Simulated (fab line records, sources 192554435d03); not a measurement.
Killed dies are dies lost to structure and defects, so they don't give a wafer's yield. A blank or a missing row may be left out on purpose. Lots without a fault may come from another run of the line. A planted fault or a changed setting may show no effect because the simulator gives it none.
Which tool did it? | flow n5_finfet | 24 lots, 72 wafers sampled, at 6 steps of a route of 1938

WHAT THE GAUGES READ, wafer by wafer
The record holds no reading of a measuring or inspecting step that can be judged against a usual standard deviation.

WHICH TOOL RAN EACH LOT (tool, then ch and the chambers of the sampled wafers, then the start)
lot  | N5_BEOL_M2_ETCH_77                 | N5_BEOL_M2_ETCH_69                 | N5_BEOL_M2_ALD_84                   | N5_BEOL_M2_SURFACE_TREAT_85  | N5_BEOL_M2_SPUTTER_86        | N5_BEOL_M2_ANNEAL_95
L074 | rie_diel-01 ch 0,1, day 7 00:50    | rie_diel-01 ch 0,1, day 7 00:50    | ald_metal-01 ch 1,2,3, day 7 06:14  | pvd_sputter-03, day 7 06:30  | pvd_sputter-01, day 7 07:38  | pvd_sputter-01, day 7 08:35
L075 | rie_diel-02 ch 1,3, day 7 07:11    | rie_diel-02 ch 1,3, day 7 07:11    | ald_metal-02 ch 0,1,3, day 7 09:08  | pvd_sputter-03, day 7 09:25  | pvd_sputter-03, day 7 10:23  | pvd_sputter-03, day 7 11:20
L076 | rie_diel-02 ch 1,2, day 7 12:41    | rie_diel-02 ch 1,2, day 7 12:42    | ald_metal-04 ch 0,1, day 7 15:30    | pvd_sputter-03, day 7 15:50  | pvd_sputter-02, day 7 16:48  | pvd_sputter-02, day 7 17:46
L077 | rie_diel-04 ch 0,1,2, day 7 13:55  | rie_diel-04 ch 0,1,2, day 7 13:56  | ald_metal-02 ch 0,1,2, day 7 15:42  | pvd_sputter-02, day 7 15:56  | pvd_sputter-02, day 7 18:38  | pvd_sputter-02, day 7 19:36
L078 | rie_diel-02 ch 0,1,3, day 7 16:25  | rie_diel-02 ch 0,1,3, day 7 16:26  | ald_metal-01 ch 0,1, day 7 20:36    | pvd_sputter-02, day 7 20:53  | pvd_sputter-02, day 7 22:01  | pvd_sputter-02, day 7 22:59
L079 | rie_diel-02 ch 0,2,3, day 8 01:48  | rie_diel-02 ch 0,2,3, day 8 01:49  | ald_metal-02 ch 1,2,3, day 8 07:50  | pvd_sputter-03, day 8 08:04  | pvd_sputter-03, day 8 09:10  | pvd_sputter-03, day 8 10:08
L080 | rie_diel-01 ch 1,2,3, day 8 12:41  | rie_diel-01 ch 1,2,3, day 8 12:41  | ald_metal-02 ch 0,1,3, day 9 02:59  | pvd_sputter-01, day 9 03:17  | pvd_sputter-01, day 9 04:17  | pvd_sputter-01, day 9 05:15
L081 | rie_diel-04 ch 0,2,3, day 8 12:50  | rie_diel-04 ch 0,2,3, day 8 12:51  | ald_metal-01 ch 0,3, day 8 20:10    | pvd_sputter-01, day 8 20:26  | pvd_sputter-01, day 8 21:23  | pvd_sputter-01, day 8 22:21
L082 | rie_diel-02 ch 1,3, day 8 22:23    | rie_diel-02 ch 1,3, day 8 22:25    | ald_metal-04 ch 0,2,3, day 9 04:09  | pvd_sputter-03, day 9 04:24  | pvd_sputter-01, day 9 06:08  | pvd_sputter-01, day 9 07:05
L084 | rie_diel-02 ch 0,3, day 9 00:41    | rie_diel-02 ch 0,3, day 9 00:41    | ald_metal-04 ch 1,3, day 9 08:13    | pvd_sputter-01, day 9 08:33  | pvd_sputter-01, day 9 09:34  | pvd_sputter-01, day 9 10:32
L083 | rie_diel-02 ch 0,1, day 9 01:19    | rie_diel-02 ch 0,1, day 9 01:20    | ald_metal-02 ch 0,3, day 9 10:10    | pvd_sputter-02, day 9 10:29  | pvd_sputter-02, day 9 11:28  | pvd_sputter-02, day 9 12:26
L085 | rie_diel-02 ch 1,2, day 9 05:09    | rie_diel-02 ch 1,2, day 9 05:10    | ald_metal-02 ch 0,1,3, day 9 11:46  | pvd_sputter-01, day 9 12:04  | pvd_sputter-02, day 9 13:21  | pvd_sputter-02, day 9 14:19
L086 | rie_diel-02 ch 0,1,3, day 9 23:25  | rie_diel-02 ch 0,1,3, day 9 23:25  | ald_metal-04 ch 0,1,3, day 10 12:06 | pvd_sputter-02, day 10 12:22 | pvd_sputter-01, day 10 13:16 | pvd_sputter-01, day 10 14:14
L087 | rie_diel-04 ch 0,2, day 10 12:50   | rie_diel-04 ch 0,2, day 10 12:51   | ald_metal-01 ch 0,2,3, day 11 00:17 | pvd_sputter-02, day 11 00:33 | pvd_sputter-03, day 11 01:31 | pvd_sputter-03, day 11 02:28
L089 | rie_diel-02 ch 0,1, day 10 12:56   | rie_diel-02 ch 0,1, day 10 12:57   | ald_metal-02 ch 0,1,3, day 11 00:07 | pvd_sputter-03, day 11 00:21 | pvd_sputter-02, day 11 01:17 | pvd_sputter-02, day 11 02:15
L090 | rie_diel-02 ch 0,2, day 10 14:32   | rie_diel-02 ch 0,2, day 10 14:33   | ald_metal-02 ch 0,1,3, day 11 00:19 | pvd_sputter-02, day 11 00:35 | pvd_sputter-01, day 11 01:31 | pvd_sputter-01, day 11 02:28
L088 | rie_diel-02 ch 0,1,2, day 10 14:53 | rie_diel-02 ch 0,1,2, day 10 14:53 | ald_metal-04 ch 0,2, day 11 04:04   | pvd_sputter-03, day 11 04:25 | pvd_sputter-03, day 11 05:40 | pvd_sputter-03, day 11 06:38
L091 | rie_diel-01 ch 0,2,3, day 10 17:59 | rie_diel-01 ch 0,2,3, day 10 18:00 | ald_metal-01 ch 0,2,3, day 11 07:58 | pvd_sputter-02, day 11 08:11 | pvd_sputter-01, day 11 09:09 | pvd_sputter-01, day 11 10:07
L092 | rie_diel-01 ch 1,2, day 11 02:25   | rie_diel-01 ch 1,2, day 11 02:25   | ald_metal-04 ch 0,1,2, day 11 15:29 | pvd_sputter-01, day 11 15:47 | pvd_sputter-03, day 11 16:44 | pvd_sputter-03, day 11 17:41
L093 | rie_diel-04 ch 0,1,2, day 11 04:36 | rie_diel-04 ch 0,1,2, day 11 04:37 | ald_metal-02 ch 0,1,3, day 11 18:45 | pvd_sputter-03, day 11 18:59 | pvd_sputter-02, day 11 21:29 | pvd_sputter-02, day 11 22:27
L094 | rie_diel-04 ch 0,1,3, day 11 15:14 | rie_diel-04 ch 0,1,3, day 11 15:15 | ald_metal-04 ch 0,1,2, day 11 22:08 | pvd_sputter-01, day 11 22:22 | pvd_sputter-02, day 11 23:26 | pvd_sputter-02, day 12 00:23
L095 | rie_diel-04 ch 1,3, day 12 00:42   | rie_diel-04 ch 1,3, day 12 00:43   | ald_metal-02 ch 0,2, day 12 09:01   | pvd_sputter-02, day 12 09:19 | pvd_sputter-02, day 12 10:15 | pvd_sputter-02, day 12 11:13
L097 | rie_diel-02 ch 0,1,3, day 12 09:31 | rie_diel-02 ch 0,1,3, day 12 09:32 | ald_metal-01 ch 0,2,3, day 12 22:38 | pvd_sputter-01, day 12 22:53 | pvd_sputter-03, day 12 23:59 | pvd_sputter-03, day 13 00:57
L096 | rie_diel-02 ch 0,1,3, day 12 09:41 | rie_diel-02 ch 0,1,3, day 12 09:43 | ald_metal-02 ch 0,3, day 12 22:43   | pvd_sputter-03, day 12 22:57 | pvd_sputter-02, day 13 00:44 | pvd_sputter-02, day 13 01:41
- N5_BEOL_M2_ETCH_77: etches underlayer in N2/H2, target depth 6.5 nm, time 5.2 s.
- N5_BEOL_M2_ETCH_69: etches SiARC in CF4, target depth 15.6 nm, time 26 s.
- N5_BEOL_M2_ALD_84: deposits TaN, pulse time 2 s, purge time 3 s, co reactant purge time 2 s.
- N5_BEOL_M2_SURFACE_TREAT_85
- N5_BEOL_M2_SPUTTER_86: material Cu, target thk 4.5 nm, time 8.29 s.
- N5_BEOL_M2_ANNEAL_95: time 240 s.

WHAT THE TOOLS THEMSELVES READ (means of the sampled wafers that have a number; where no wafer has one, the mark that the record gives instead)
N5_BEOL_M2_ETCH_77. Usual: bias_w 150.0 W, standard deviation 0.47; chamber_pressure_mTorr 30.00 mTorr, standard deviation 0.04; drypump_motor_current_A 5.6 A, standard deviation 0.35; etch_rf_on_time_s 5.19 s, standard deviation 0.12; oes_product_au 0.65 a.u., standard deviation 0.065; rf_vpp_V 523.5 V, standard deviation 2.7; showerhead_plenum_p_Torr 2.53 Torr, standard deviation 0.097; throttle_valve_pct 17.84 %, standard deviation 0.2.
lot  | tool        | bias_w (W) | chamber_pressure_mTorr (mTorr) | drypump_motor_current_A (A) | etch_rf_on_time_s (s) | oes_product_au (a.u.) | rf_vpp_V (V) | showerhead_plenum_p_Torr (Torr) | throttle_valve_pct (%) | flag
L074 | rie_diel-01 | 149.9      | 30.02                          | 5.2                         | 5.23                  | 0.61                  | 523.8        | 2.50                            | 17.99                  |
L075 | rie_diel-02 | 149.6      | 29.97                          | 5.7                         | 5.24                  | 0.62                  | 524.4        | 2.57                            | 17.85                  |
L076 | rie_diel-02 | 150.0      | 29.99                          | 5.8                         | 5.23                  | 0.62                  | 520.2        | 2.42                            | 18.06                  |
L077 | rie_diel-04 | 150.2      | 30.01                          | 6.0                         | 5.29                  | 0.71                  | 526.3        | 2.60                            | 17.71                  |
L078 | rie_diel-02 | 150.2      | 30.00                          | 5.5                         | 5.15                  | 0.64                  | 524.4        | 2.53                            | 17.78                  |
L079 | rie_diel-02 | 150.4      | 30.00                          | 5.6                         | 5.28                  | 0.60                  | 523.1        | 2.52                            | 17.94                  |
L080 | rie_diel-01 | 150.4      | 29.99                          | 5.5                         | 5.15                  | 0.69                  | 526.6        | 2.64                            | 17.86                  |
L081 | rie_diel-04 | 150.0      | 30.02                          | 5.8                         | 5.21                  | 0.72                  | 526.4        | 2.58                            | 17.72                  |
L082 | rie_diel-02 | 150.3      | 29.98                          | 5.7                         | 5.18                  | 0.64                  | 521.6        | 2.51                            | 17.80                  |
L084 | rie_diel-02 | 150.2      | 30.04                          | 5.5                         | 5.20                  | 0.60                  | 525.4        | 2.59                            | 17.85                  |
L083 | rie_diel-02 | 150.2      | 30.00                          | 5.4                         | 5.07                  | 0.64                  | 522.4        | 2.50                            | 17.74                  |
L085 | rie_diel-02 | 150.0      | 29.99                          | 5.7                         | 5.20                  | 0.64                  | 521.4        | 2.43                            | 17.92                  |
L086 | rie_diel-02 | 150.0      | 29.98                          | 5.6                         | 5.10                  | 0.62                  | 523.2        | 2.52                            | 17.81                  |
L087 | rie_diel-04 | 150.3      | 29.98                          | 5.7                         | 5.25                  | 0.71                  | 522.7        | 2.55                            | 17.62                  |
L089 | rie_diel-02 | 150.6      | 29.99                          | 5.4                         | 5.10                  | 0.63                  | 523.0        | 2.49                            | 17.76                  |
L090 | rie_diel-02 | 150.0      | 30.04                          | 5.5                         | 5.18                  | 0.60                  | 522.7        | 2.47                            | 17.92                  |
L088 | rie_diel-02 | 149.5      | 29.98                          | 5.6                         | 5.21                  | 0.62                  | 521.6        | 2.45                            | 17.94                  |
L091 | rie_diel-01 | 150.5      | 30.02                          | 5.4                         | 5.19                  | 0.68                  | 526.5        | 2.63                            | 17.81                  |
L092 | rie_diel-01 | 149.8      | 29.98                          | 6.0                         | 5.22                  | 0.74                  | 527.4        | 2.63                            | 17.79                  |
L093 | rie_diel-04 | 150.3      | 30.05                          | 6.0                         | 5.32                  | 0.67                  | 524.5        | 2.59                            | 17.76                  |
L094 | rie_diel-04 | 149.5      | 30.01                          | 6.0                         | 5.25                  | 0.65                  | 524.6        | 2.61                            | 17.91                  |
L095 | rie_diel-04 | 150.3      | 29.99                          | 6.0                         | 5.21                  | 0.60                  | 524.5        | 2.55                            | 17.99                  |
L097 | rie_diel-02 | 150.2      | 30.05                          | 5.5                         | 5.06                  | 0.69                  | 523.1        | 2.52                            | 17.71                  |
L096 | rie_diel-02 | 150.3      | 29.98                          | 5.6                         | 5.08                  | 0.67                  | 523.1        | 2.52                            | 17.70                  |

N5_BEOL_M2_ETCH_69. Usual: bias_w 35.98 W, standard deviation 0.1; chamber_pressure_mTorr 40.00 mTorr, standard deviation 0.036; drypump_motor_current_A 5.6 A, standard deviation 0.35; etch_rf_on_time_s 25.9 s, standard deviation 0.54; oes_product_au 0.65 a.u., standard deviation 0.065; rf_vpp_V 184.0 V, standard deviation 1.2; showerhead_plenum_p_Torr 2.13 Torr, standard deviation 0.074; throttle_valve_pct 15.59 %, standard deviation 0.2.
lot  | tool        | bias_w (W) | chamber_pressure_mTorr (mTorr) | drypump_motor_current_A (A) | etch_rf_on_time_s (s) | oes_product_au (a.u.) | rf_vpp_V (V) | showerhead_plenum_p_Torr (Torr) | throttle_valve_pct (%) | flag
L074 | rie_diel-01 | 35.95      | 40.01                          | 5.2                         | 26.5                  | 0.61                  | 184.2        | 2.12                            | 15.80                  |
L075 | rie_diel-02 | 36.12      | 40.01                          | 5.7                         | 26.1                  | 0.62                  | 184.4        | 2.17                            | 15.54                  |
L076 | rie_diel-02 | 36.05      | 40.04                          | 5.8                         | 26.1                  | 0.62                  | 182.9        | 2.04                            | 15.77                  |
L077 | rie_diel-04 | 35.92      | 40.00                          | 5.9                         | 26.1                  | 0.72                  | 184.7        | 2.19                            | 15.51                  |
L078 | rie_diel-02 | 36.02      | 39.99                          | 5.5                         | 25.7                  | 0.64                  | 183.6        | 2.15                            | 15.53                  |
L079 | rie_diel-02 | 35.98      | 39.98                          | 5.6                         | 26.1                  | 0.60                  | 182.9        | 2.13                            | 15.69                  |
L080 | rie_diel-01 | 35.92      | 40.04                          | 5.5                         | 25.7                  | 0.69                  | 184.1        | 2.21                            | 15.54                  |
L081 | rie_diel-04 | 36.00      | 40.00                          | 5.7                         | 25.8                  | 0.73                  | 184.6        | 2.17                            | 15.42                  |
L082 | rie_diel-02 | 35.98      | 40.01                          | 5.7                         | 25.7                  | 0.64                  | 184.5        | 2.12                            | 15.54                  |
L084 | rie_diel-02 | 35.95      | 39.97                          | 5.5                         | 25.9                  | 0.60                  | 184.4        | 2.19                            | 15.59                  |
L083 | rie_diel-02 | 36.02      | 39.97                          | 5.4                         | 25.4                  | 0.65                  | 183.8        | 2.12                            | 15.56                  |
L085 | rie_diel-02 | 36.01      | 39.99                          | 5.8                         | 25.9                  | 0.64                  | 183.4        | 2.06                            | 15.65                  |
L086 | rie_diel-02 | 35.96      | 39.99                          | 5.5                         | 25.6                  | 0.63                  | 184.5        | 2.14                            | 15.57                  |
L087 | rie_diel-04 | 36.03      | 39.99                          | 5.8                         | 26.3                  | 0.71                  | 184.2        | 2.15                            | 15.44                  |
L089 | rie_diel-02 | 36.06      | 40.00                          | 5.4                         | 25.4                  | 0.64                  | 183.9        | 2.11                            | 15.59                  |
L090 | rie_diel-02 | 35.95      | 39.96                          | 5.5                         | 25.8                  | 0.61                  | 183.4        | 2.10                            | 15.74                  |
L088 | rie_diel-02 | 36.01      | 40.02                          | 5.6                         | 25.9                  | 0.62                  | 184.8        | 2.07                            | 15.71                  |
L091 | rie_diel-01 | 35.94      | 40.05                          | 5.4                         | 26.5                  | 0.68                  | 185.8        | 2.21                            | 15.50                  |
L092 | rie_diel-01 | 35.99      | 40.02                          | 6.0                         | 26.0                  | 0.75                  | 184.8        | 2.21                            | 15.46                  |
L093 | rie_diel-04 | 35.95      | 40.01                          | 6.0                         | 26.1                  | 0.68                  | 184.5        | 2.18                            | 15.56                  |
L094 | rie_diel-04 | 35.88      | 40.02                          | 6.0                         | 26.4                  | 0.65                  | 183.9        | 2.19                            | 15.61                  |
L095 | rie_diel-04 | 35.97      | 39.99                          | 6.0                         | 26.4                  | 0.60                  | 183.7        | 2.15                            | 15.69                  |
L097 | rie_diel-02 | 36.06      | 40.02                          | 5.5                         | 25.3                  | 0.68                  | 183.9        | 2.13                            | 15.46                  |
L096 | rie_diel-02 | 35.89      | 39.96                          | 5.5                         | 25.3                  | 0.68                  | 184.2        | 2.13                            | 15.46                  |

N5_BEOL_M2_ALD_84. Usual: heater_power_w 444 W, standard deviation 55.
lot  | tool         | heater_power_w (W) | flag
L074 | ald_metal-01 | 438                |
L075 | ald_metal-02 | 487                |
L076 | ald_metal-04 | 415                |
L077 | ald_metal-02 | 456                |
L078 | ald_metal-01 | 426                |
L079 | ald_metal-02 | 465                |
L080 | ald_metal-02 | 478                |
L081 | ald_metal-01 | 413                |
L082 | ald_metal-04 | 436                |
L084 | ald_metal-04 | 377                |
L083 | ald_metal-02 | 442                |
L085 | ald_metal-02 | 472                |
L086 | ald_metal-04 | 400                |
L087 | ald_metal-01 | 420                |
L089 | ald_metal-02 | 482                |
L090 | ald_metal-02 | 470                |
L088 | ald_metal-04 | 448                |
L091 | ald_metal-01 | 427                |
L092 | ald_metal-04 | 431                |
L093 | ald_metal-02 | 475                |
L094 | ald_metal-04 | 422                |
L095 | ald_metal-02 | 418                |
L097 | ald_metal-01 | 429                |
L096 | ald_metal-02 | 437                |

N5_BEOL_M2_SPUTTER_86. Usual: throttle_valve_pct 30.1 %, standard deviation 1.1.
lot  | tool           | throttle_valve_pct (%) | flag
L074 | pvd_sputter-01 | 30.8                   |
L075 | pvd_sputter-03 | 30.6                   |
L076 | pvd_sputter-02 | 29.0                   |
L077 | pvd_sputter-02 | 29.1                   |
L078 | pvd_sputter-02 | 29.5                   |
L079 | pvd_sputter-03 | 30.3                   |
L080 | pvd_sputter-01 | 30.7                   |
L081 | pvd_sputter-01 | 30.6                   |
L082 | pvd_sputter-01 | 31.0                   |
L084 | pvd_sputter-01 | 30.6                   |
L083 | pvd_sputter-02 | 29.0                   |
L085 | pvd_sputter-02 | 28.7                   |
L086 | pvd_sputter-01 | 30.6                   |
L087 | pvd_sputter-03 | 30.9                   |
L089 | pvd_sputter-02 | 29.1                   |
L090 | pvd_sputter-01 | 30.7                   |
L088 | pvd_sputter-03 | 30.8                   |
L091 | pvd_sputter-01 | 31.2                   |
L092 | pvd_sputter-03 | 30.6                   |
L093 | pvd_sputter-02 | 29.5                   |
L094 | pvd_sputter-02 | 29.5                   |
L095 | pvd_sputter-02 | 29.2                   |
L097 | pvd_sputter-03 | 30.3                   |
L096 | pvd_sputter-02 | 29.7                   |

N5_BEOL_M2_ANNEAL_95. Usual: heater_power_w 850 W, standard deviation 92.
lot  | tool           | heater_power_w (W) | flag
L074 | pvd_sputter-01 | 916                |
L075 | pvd_sputter-03 | 789                |
L076 | pvd_sputter-02 | 865                |
L077 | pvd_sputter-02 | 833                |
L078 | pvd_sputter-02 | 809                |
L079 | pvd_sputter-03 | 855                |
L080 | pvd_sputter-01 | 947                |
L081 | pvd_sputter-01 | 901                |
L082 | pvd_sputter-01 | 871                |
L084 | pvd_sputter-01 | 924                |
L083 | pvd_sputter-02 | 809                |
L085 | pvd_sputter-02 | 923                |
L086 | pvd_sputter-01 | 916                |
L087 | pvd_sputter-03 | 835                |
L089 | pvd_sputter-02 | 823                |
L090 | pvd_sputter-01 | 915                |
L088 | pvd_sputter-03 | 785                |
L091 | pvd_sputter-01 | 889                |
L092 | pvd_sputter-03 | 787                |
L093 | pvd_sputter-02 | 763                |
L094 | pvd_sputter-02 | 765                |
L095 | pvd_sputter-02 | 822                |
L097 | pvd_sputter-03 | 870                |
L096 | pvd_sputter-02 | 721                |

THE ANSWER, worked out from the rows above alone
Rule: a lot is off if the mean of its wafers that have a number lies more than 3 standard deviations from the usual mean. A lot without any number at a reading at which 4 lots or more have one is off too. The other lots that the step has rows for count as sound. The gauges are gone through in route order, then the tools' own readings, and for those a lot's mean is taken as printed above. The first step at which some lot is off is used, and at that step the reading that is off furthest; a lot without a number counts as furthest.
No lot is off at any reading shown: from this, nothing can be told.

WHAT THE SIMULATOR HAD PUT IN
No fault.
